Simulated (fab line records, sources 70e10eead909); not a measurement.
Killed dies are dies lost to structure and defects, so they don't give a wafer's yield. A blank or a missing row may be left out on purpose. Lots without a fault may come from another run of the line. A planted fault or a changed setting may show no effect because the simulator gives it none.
fab line records | flow nand_harc
record lots=13 wafers=39 last_day=33
route steps=1302 shown A_BONDPAD@1227 THIN_TSV@1296 END@1302
lots that met no fault: from a run of the same line without faults
start_h: hours from the record's first day to the start of the lot's first wafer shown | wait_h: hours since the lot's step before | " the same as in the row above | L1.1+2: a row that stands for several wafers | - no value, or no start given | * or withheld: withheld | < > ~ a bound
route shown NAME@n: a module of which the file shows steps, and the number in the route of the first | usual: mean/standard deviation of fault-free wafers | same: alike in all rows | chamber/n: place in a boat | sites: the reading at each site | _std_site: their standard deviation | _edge_site: outer sites' mean less inner sites' | radius_mm: how far each site lies from the wafer's centre | mask NAME#n: copy n | behind: the tool/chamber that last shaped the wafer | hold: why the lot was held/for how many hours/how that ended | device: the transistor (n, p or np) that didn't switch | end of line: the same wafers' tests at the end of the route | a step without rows: its recipe alone | killed: dies lost to structure and defects at the first sort, not the wafer's yield | map: a wafer's dies, x killed, . not, _ none there
set.NAME: the setting as run; set.NAME@STEP: as run at that earlier step | model.NAME: the simulator's own value behind a step, which no gauge read
steps of the route over a sample of lots; a table a step, a row a wafer
services: from which hour (start_h, from the record's first day; less than 0 if before it) a tool's chamber was out of use, for how many hours, and why
## steps
# step NHARC_A_BONDPAD_PVD_17
# recipe target_thk_a=50 bias_v=168.6 power_w=15000 chamber_pressure_pa=0.12 time_s=8.06 substrate_temp_c=50 material=TaN
# usual throttle_valve_pct=29.2/0.95
# columns lot.wafer tool chamber start_h wait_h throttle_valve_pct
L926.4 pvd_sputter-01 - - - 30.3
L926.6 " - " " 31.9
L926.5 " - " " 29.5
L928.2 pvd_sputter-01 - - - 29.5
L928.1 " - " " 29.6
L928.6 " - " " 32.0
L927.4 pvd_sputter-03 - - - 28.2
L927.3 " - " " 28.3
L927.6 " - " " 29.2
L929.3 pvd_sputter-02 - - - 28.4
L929.5 " - " " 28.2
L929.6 " - " " 29.5
L932.1 pvd_sputter-02 - - - 29.5
L932.3 " - " " 29.4
L932.2 " - " " 28.1
L933.3 pvd_sputter-02 - - - 29.3
L933.1 " - " " 28.5
L933.5 " - " " 28.5
L935.4 pvd_sputter-03 - - - 28.0
L935.3 " - " " 30.0
L935.6 " - " " 28.1
L942.3 pvd_sputter-03 - - - 30.1
L942.4 " - " " 28.8
L942.6 " - " " 29.9
L941.1 pvd_sputter-03 - - - 30.1
L941.3 " - " " 27.9
L941.5 " - " " 28.3
L946.1 pvd_sputter-01 - - - 31.8
L946.3 " - " " 29.7
L946.2 " - " " 30.5
L947.4 pvd_sputter-02 - - - 28.8
L947.1 " - " " 30.0
L947.6 " - " " 29.7
L948.2 pvd_sputter-03 - - - 29.8
L948.5 " - " " 28.4
L948.6 " - " " 29.3
L949.2 pvd_sputter-03 - - - 29.5
L949.3 " - " " 30.1
L949.5 " - " " 28.8
# step NHARC_A_BONDPAD_INSPECT_23
# usual raw_defect_count=560/140
# columns lot.wafer tool chamber start_h wait_h raw_defect_count
L926.4 defect_inspect-02 - 541.51 0.0 770
L926.5 " - " " 542
L926.6 " - " " 699
L928.1 defect_inspect-02 - 559.85 0.0 1043
L928.2 " - " " 831
L928.6 " - " " 658
L927.3 defect_inspect-02 - 561.18 0.0 550
L927.4 " - " " 625
L927.6 " - " " 566
L929.3 defect_inspect-01 - 562.56 0.0 582
L929.5 " - " " 498
L929.6 " - " " 399
L932.1 defect_inspect-01 - 577.08 0.0 496
L932.2 " - " " 500
L932.3 " - " " 631
L933.1 defect_inspect-02 - 609.39 0.0 534
L933.3 " - " " 518
L933.5 " - " " 497
L935.3 defect_inspect-02 - 645.22 0.0 787
L935.4 " - " " 925
L935.6 " - " " 656
L942.3 defect_inspect-02 - 685.35 0.0 948
L942.4 " - " " 678
L942.6 " - " " 727
L941.1 defect_inspect-01 - 691.20 0.0 458
L941.3 " - " " 380
L941.5 " - " " 440
L946.1 defect_inspect-01 - 727.09 0.0 565
L946.2 " - " " 543
L946.3 " - " " 550
L947.1 defect_inspect-01 - 741.13 0.0 529
L947.4 " - " " 414
L947.6 " - " " 460
L948.2 defect_inspect-01 - 760.17 0.0 468
L948.5 " - " " 433
L948.6 " - " " 537
L949.2 defect_inspect-01 - 761.29 0.0 731
L949.3 " - " " 461
L949.5 " - " " 563
# step NHARC_THIN_TSV_STRIP_56
# recipe power_w=1500 temp_c=250 chemistry=O2
# usual drypump_motor_current_A=5.6/0.38 heater_power_w=347/11
# columns lot.wafer tool chamber start_h wait_h drypump_motor_current_A heater_power_w rf_hours_counter_h
L926.4 plasma_asher-02 0 561.22 0.2 5.8 334 -
L926.5 " 0 " " 5.8 332 -
L926.6 " 1 " " 6.1 357 -
L927.4 plasma_asher-01 0 578.68 0.2 5.0 353 -
L927.3 " 1 " " 5.5 334 -
L927.6 " 1 " " 5.5 321 -
L928.2 plasma_asher-02 1 579.67 0.1 6.1 346 29
L928.1 " 0 " " 5.8 334 29
L928.6 " 1 " " 6.1 351 -
L929.3 plasma_asher-02 0 581.10 0.2 5.8 333 -
L929.5 " 0 " " 5.8 331 -
L929.6 " 1 " " 6.0 353 -
L932.2 plasma_asher-02 0 597.10 0.1 5.8 331 34
L932.1 " 1 " " 6.1 350 34
L932.3 " 1 " " 6.1 351 -
L933.1 plasma_asher-01 0 626.27 0.1 5.1 367 20
L933.3 " 1 " " 5.5 339 -
L933.5 " 0 " " 5.0 351 -
L935.3 plasma_asher-02 1 664.52 0.2 6.1 347 -
L935.4 " 0 " " 5.8 352 -
L935.6 " 1 " " 6.1 354 -
L942.3 plasma_asher-02 0 706.82 0.2 - - -
L942.4 " 1 " " - - -
L942.6 " 0 " " - - -
L941.1 plasma_asher-01 1 710.96 0.1 - - -
L941.3 " 0 " " - - -
L941.5 " 0 " " - - -
L946.1 plasma_asher-02 0 755.10 0.1 5.8 343 30
L946.2 " 1 " " 6.1 359 30
L946.3 " 1 " " 6.1 358 -
L947.1 plasma_asher-02 1 762.25 0.1 6.1 349 31
L947.4 " 0 " " 5.8 348 -
L947.6 " 1 " " 6.1 346 -
L949.2 plasma_asher-02 1 779.92 0.1 6.1 355 35
L949.3 " 0 " " 5.7 347 -
L949.5 " 0 " " 5.8 347 -
L948.2 plasma_asher-01 0 781.11 0.1 5.0 362 15
L948.5 " 0 " " 5.0 370 -
L948.6 " 1 " " 5.5 333 -
# step NHARC_THIN_TSV_CD_MEAS_37
# usual cd_nm=5000.5/3
# columns lot.wafer tool chamber start_h wait_h cd_nm
L926.4 cd_sem-03 - 561.93 - 5004.4
L926.5 " - " " 4999.8
L926.6 " - " " 5005.7
L927.3 cd_sem-02 - 579.39 - 5003.4
L927.4 " - " " 5002.2
L927.6 " - " " 5006.1
L928.1 cd_sem-03 - 580.46 - 4998.5
L928.2 " - " " 4998.6
L928.6 " - " " 4997.4
L929.3 cd_sem-03 - 581.81 - 5002.2
L929.5 " - " " 5000.5
L929.6 " - " " 4996.4
L932.1 cd_sem-03 - 597.95 - 4999.9
L932.2 " - " " 5000.2
L932.3 " - " " 5001.1
L933.1 cd_sem-03 - 627.07 - 5002.2
L933.3 " - " " 5003.9
L933.5 " - " " 5002.4
L935.3 cd_sem-02 - 665.22 - 4998.6
L935.4 " - " " 4999.8
L935.6 " - " " 4999.3
L942.3 cd_sem-01 - 707.52 - 5001.9
L942.4 " - " " 4998.3
L942.6 " - " " 5000.3
L941.1 cd_sem-03 - 711.76 - 4998.7
L941.3 " - " " 5001.9
L941.5 " - " " 5000.8
L946.1 cd_sem-02 - 755.90 - 4998.9
L946.2 " - " " 5002.1
L946.3 " - " " 4999.7
L947.1 cd_sem-02 - 762.99 - 5001.7
L947.4 " - " " 5005.5
L947.6 " - " " 5004.1
L949.2 cd_sem-03 - 780.67 - 5005.3
L949.3 " - " " 5002.1
L949.5 " - " " 5004.6
L948.2 cd_sem-02 - 781.90 - 5000.9
L948.5 " - " " 5002.3
L948.6 " - " " 5001.5
# step NHARC_END_SORT_01
# recipe temp_c=25
# usual defect_limited_yield=91/3 killed_at_array=54/21 killed_at_other=1.0/1.2 killed_at_periphery=3.6/2.6 killed_dies=58/20 killed_open=3.3/1.9 killed_short=2.6/1.5 sort_bin_2_pct=3.1/1.4 sort_bin_3_pct=0.6/0.37 sort_bin_4_pct=4.9/1.6 sort_n_pass=619/20 sort_rim_yield_pct=91/4.3 sort_yield_pct=91/3
# same gross_dies=677 sort_bin_5_pct[%]=0 sort_bin_6_pct[%]=0 sort_bin_7_pct[%]=0 sort_bin_8_pct[%]=0 sort_rim_n_gross=106.00
# columns lot.wafer tool chamber start_h wait_h defect_limited_yield[%] killed_at_array killed_at_other killed_at_periphery killed_dies killed_open killed_short sort_bin_2_pct[%] sort_bin_3_pct[%] sort_bin_4_pct[%] sort_n_pass sort_rim_yield_pct[%] sort_yield_pct[%]
L928.1 prober-01 0 587.00 2.5 96 26 0 0 26 5 4 1.9 0 1.9 651 96 96
L928.2 prober-01 0 587.79 2.8 97 20 0 0 20 5 2 0.9 0 2.1 657 95 97
L928.6 prober-01 0 590.97 4.0 96 27 0 2 29 4 6 0.6 0.1 3.5 648 94 96
L933.1 prober-01 0 634.73 2.5 91 57 1 2 60 0 4 3.8 1.0 4.0 617 92 91
L933.3 prober-01 0 636.34 3.1 92 52 0 1 53 1 0 3.4 0.6 3.8 624 93 92
L933.5 prober-01 0 637.95 3.7 88 83 0 1 84 2 2 4.6 0.7 7.1 593 91 88
L942.3 prober-02 0 715.83 3.1 87 77 0 8 85 4 2 3.7 0.6 8.3 592 89 87
L942.4 prober-02 0 716.63 3.4 88 69 0 10 79 3 1 4.3 1.0 6.4 598 87 88
L942.6 prober-02 0 718.21 4.0 87 74 1 11 86 7 2 5.9 0.6 6.2 591 84 87
L946.1 prober-02 0 765.00 2.5 94 38 1 3 42 4 3 2.8 0.3 3.1 635 89 94
L946.2 prober-02 0 765.80 2.8 91 56 0 2 58 2 3 4.0 0.3 4.3 619 88 91
L946.3 prober-02 0 766.60 3.1 91 61 1 1 63 1 5 3.1 0.9 5.3 614 85 91
# killed by level:class
L928.1 A_CHANNEL_HOLE_D2:chamber_film_flake=11 A_CONTACT:chamber_film_flake=3 A_DECK1_JOINT:geometric_particle:open=2 A_DECK1_JOINT:geometric_particle:short=2 A_ONON_D1:geometric_particle:short=1 A_CHANNEL_FILL_D1:geometric_particle:open=1 A_ONON_D2:geometric_particle:short=1 A_ONON_D2:geometric_particle:open=1
L928.2 A_CHANNEL_HOLE_D2:chamber_film_flake=6 A_CHANNEL_HOLE_D1:chamber_film_flake=3 A_M0:geometric_particle:open=2 A_CONTACT:chamber_film_flake=2 A_CHANNEL_FILL_D1:geometric_particle:open=1 A_ONON_D2:geometric_particle:short=1 A_ONON_D2:geometric_particle:open=1 A_WL_FILL:geometric_particle:open=1
L928.6 A_CHANNEL_HOLE_D2:chamber_film_flake=15 A_ONON_D1:geometric_particle:short=2 A_BLC:geometric_particle:open=2 P_M0:geometric_particle:short=1 A_SOURCE_PLATE:geometric_particle:open=1 A_DECK1_JOINT:geometric_particle:short=1 A_ONON_D2:geometric_particle:short=1 A_CONTACT:geometric_particle:open=1
L933.1 A_CHANNEL_HOLE_D2:chamber_film_flake=23 A_CHANNEL_HOLE_D1:chamber_film_flake=19 A_CONTACT:chamber_film_flake=4 A_ONON_D1:geometric_particle:short=2 A_CHANNEL_FILL_D1:geometric_particle:short=2 A_SLIT:chamber_film_flake=2 A_DECK1_JOINT:chamber_film_flake=2 A_BONDPAD:chamber_film_flake=2
L933.3 A_CHANNEL_HOLE_D1:chamber_film_flake=24 A_CHANNEL_HOLE_D2:chamber_film_flake=21 A_SLIT:chamber_film_flake=2 A_BONDPAD:chamber_film_flake=2 A_M0:geometric_particle:open=1 P_BONDPAD:chamber_film_flake=1 A_STAIRCASE:chamber_film_flake=1 A_CONTACT:chamber_film_flake=1
L933.5 A_CHANNEL_HOLE_D2:chamber_film_flake=36 A_CHANNEL_HOLE_D1:chamber_film_flake=32 A_ZERO_WELL:chamber_film_flake=3 A_CONTACT:chamber_film_flake=3 A_CHANNEL_FILL_D2:geometric_particle:open=2 A_DECK1_JOINT:chamber_film_flake=2 A_SGD_CUT:chamber_film_flake=2 A_CHANNEL_FILL_D2:geometric_particle:short=1
L942.3 A_CHANNEL_HOLE_D1:chamber_film_flake=41 A_CHANNEL_HOLE_D2:chamber_film_flake=17 A_SLIT:chamber_film_flake=5 P_STI:chamber_film_flake=3 A_CONTACT:chamber_film_flake=3 P_CONTACT:chamber_film_flake=2 A_STAIRCASE:chamber_film_flake=2 P_STI:geometric_particle:open=1
L942.4 A_CHANNEL_HOLE_D1:chamber_film_flake=28 A_CHANNEL_HOLE_D2:chamber_film_flake=18 A_CONTACT:chamber_film_flake=11 P_STI:chamber_film_flake=5 A_SLIT:chamber_film_flake=4 A_BLC:chamber_film_flake=3 P_CONTACT:chamber_film_flake=2 P_CONTACT:geometric_particle:open=1
L942.6 A_CHANNEL_HOLE_D1:chamber_film_flake=38 A_CHANNEL_HOLE_D2:chamber_film_flake=17 A_CONTACT:chamber_film_flake=12 P_CONTACT:geometric_particle:open=2 P_M0:geometric_particle:open=2 P_STI:chamber_film_flake=2 P_CONTACT:chamber_film_flake=2 P_BONDPAD:geometric_particle:open=1
L946.1 A_SLIT:chamber_film_flake=16 A_CONTACT:chamber_film_flake=9 A_CHANNEL_HOLE_D1:chamber_film_flake=6 A_WL_FILL:chamber_film_flake=2 P_STI:geometric_particle:short=1 P_CONTACT:geometric_particle:open=1 P_M1:geometric_particle:open=1 A_ONON_D1:geometric_particle:short=1
L946.2 A_SLIT:chamber_film_flake=25 A_CONTACT:chamber_film_flake=11 A_CHANNEL_HOLE_D1:chamber_film_flake=10 A_STAIRCASE:chamber_film_flake=3 A_M1:chamber_film_flake=2 P_STI:geometric_particle:short=1 P_M2:geometric_particle:short=1 A_CHANNEL_FILL_D1:geometric_particle:open=1
L946.3 A_SLIT:chamber_film_flake=20 A_CHANNEL_HOLE_D1:chamber_film_flake=13 A_CONTACT:chamber_film_flake=12 A_DECK1_JOINT:chamber_film_flake=4 A_STAIRCASE:chamber_film_flake=3 A_WL_FILL:chamber_film_flake=3 P_M0:geometric_particle:open=1 A_CHANNEL_HOLE_D1:geometric_particle:short=1
## services
# columns tool chamber start_h hours kind
plasma_asher-01 - 519.04 9.0 pm
plasma_asher-01 0 519.04 9.0 vent_cycle
plasma_asher-01 1 519.04 9.0 vent_cycle
pvd_sputter-03 - 526.09 10.0 pm
plasma_asher-02 - 544.65 2.8 repair
pvd_sputter-01 - 566.03 1.9 repair
pvd_sputter-01 - 582.06 10.0 pm
pvd_sputter-01 - 599.46 2.5 repair
plasma_asher-02 - 603.00 9.0 pm
plasma_asher-02 0 603.00 9.0 vent_cycle
plasma_asher-02 1 603.00 9.0 vent_cycle
plasma_asher-02 0 612.00 - clean
plasma_asher-02 1 612.00 - clean
plasma_asher-01 - 629.10 0.8 repair
pvd_sputter-02 - 638.00 10.0 pm
plasma_asher-01 - 696.53 9.0 pm
pvd_sputter-03 - 704.09 10.0 pm
pvd_sputter-02 - 708.94 1.9 repair
plasma_asher-02 - 717.39 0.3 repair
pvd_sputter-02 - 739.53 3.7 repair
pvd_sputter-01 - 760.06 10.0 pm
plasma_asher-02 - 780.15 9.0 pm
plasma_asher-02 0 780.15 9.0 vent_cycle
plasma_asher-02 1 780.15 9.0 vent_cycle
## key
first_sign step=NHARC_THIN_TSV_STRIP_56 reading=tool_record direction=missing
effect none on later readings
met_at NHARC_THIN_TSV_STRIP_56
struck_lots L941,L942
not_acting_at NHARC_A_BONDPAD_PVD_17,NHARC_A_BONDPAD_INSPECT_23,NHARC_THIN_TSV_CD_MEAS_37
onset_between 664.52 706.82
fault kind=skipped_step_whole tool=plasma_asher-01,plasma_asher-02 chamber=- onset_h=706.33 steps=NHARC_THIN_TSV_STRIP_56 scope=struck_lots_only
